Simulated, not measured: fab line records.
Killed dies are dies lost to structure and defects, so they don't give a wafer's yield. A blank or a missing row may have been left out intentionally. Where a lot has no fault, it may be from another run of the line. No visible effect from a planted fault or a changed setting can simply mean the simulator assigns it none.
What tool caused it? | flow nandHarc | Sampling: 12 lots, 36 wafers, 2 of 1302 route steps

WHAT THE GAUGES SHOWED, per wafer
NHARC_P_M0_CD_MEAS_09 targets a cd of 90 nm.
lot  | measured     | on       | cdNm (nm)
L076 | day 6 23:14  | cdSem-02 | 90.7 90.0 89.6
L077 | day 7 11:02  | cdSem-02 | 88.9 89.9 89.5
L079 | day 7 22:30  | cdSem-01 | 89.5 90.2 89.3
L081 | day 9 04:47  | cdSem-01 | 89.9 89.3 90.5
L083 | day 9 23:59  | cdSem-02 | 89.7 89.9 89.7
L085 | day 10 12:56 | cdSem-01 | 89.8 90.1 90.1
L087 | day 11 06:40 | cdSem-02 | 90.7 89.9 90.1
L089 | day 12 01:34 | cdSem-03 | 89.6 89.4 90.3
L091 | day 13 02:56 | cdSem-02 | 91.5 89.9 91.0
L093 | day 13 19:38 | cdSem-03 | 91.3 91.3 89.8
L095 | day 14 19:39 | cdSem-02 | 89.1 88.9 89.1
L097 | day 15 18:07 | cdSem-03 | 89.6 89.4 90.0

EACH LOT AND THE TOOL THAT RAN IT (in order: tool; ch and the chambers of the sampled wafers; start)
lot  | NHARC_P_CONTACT_ETCH_35
L076 | rieDiel-12 ch 1,2, day 6 19:09
L077 | rieDiel-04 ch 0,1,2, day 7 07:14
L079 | rieDiel-12 ch 0,1,2, day 7 18:36
L081 | rieDiel-12 ch 0,2,3, day 9 00:19
L083 | rieDiel-13 ch 2,3, day 9 20:05
L085 | rieDiel-04 ch 2,3, day 10 09:11
L087 | rieDiel-04 ch 0,1,2, day 11 02:41
L089 | rieDiel-04 ch 0,1,2, day 11 21:48
L091 | rieDiel-12 ch 0,2,3, day 12 23:09
L093 | rieDiel-04 ch 0,2,3, day 13 15:53
L095 | rieDiel-12 ch 0,1,3, day 14 15:43
L097 | rieDiel-04 ch 2,3, day 15 14:04
- NHARC_P_CONTACT_ETCH_35: etches the open film in CF4, target depth 39 nm, time 65 s.

THE ANSWER, worked out from the rows above alone
Rule: what is usual is taken from the lots themselves. The widest of any qualifying gaps counts: lots, ordered by their means at a reading, are off when they make up no more than a third of the lots, leave a main group of 4 or more, and stand apart from it by 3 or more times the standard deviation of that group's means. A main group is skipped when, at the precision printed for the reading in the tables above, its means are all equal. Also off: a lot with no number at a reading for which 4 or more lots have one. Where the step has rows for the other lots, those lots are counted as sound.
No lot is off on any of the readings shown, so nothing can be concluded from this.

WHAT THE SIMULATOR HAD INSERTED
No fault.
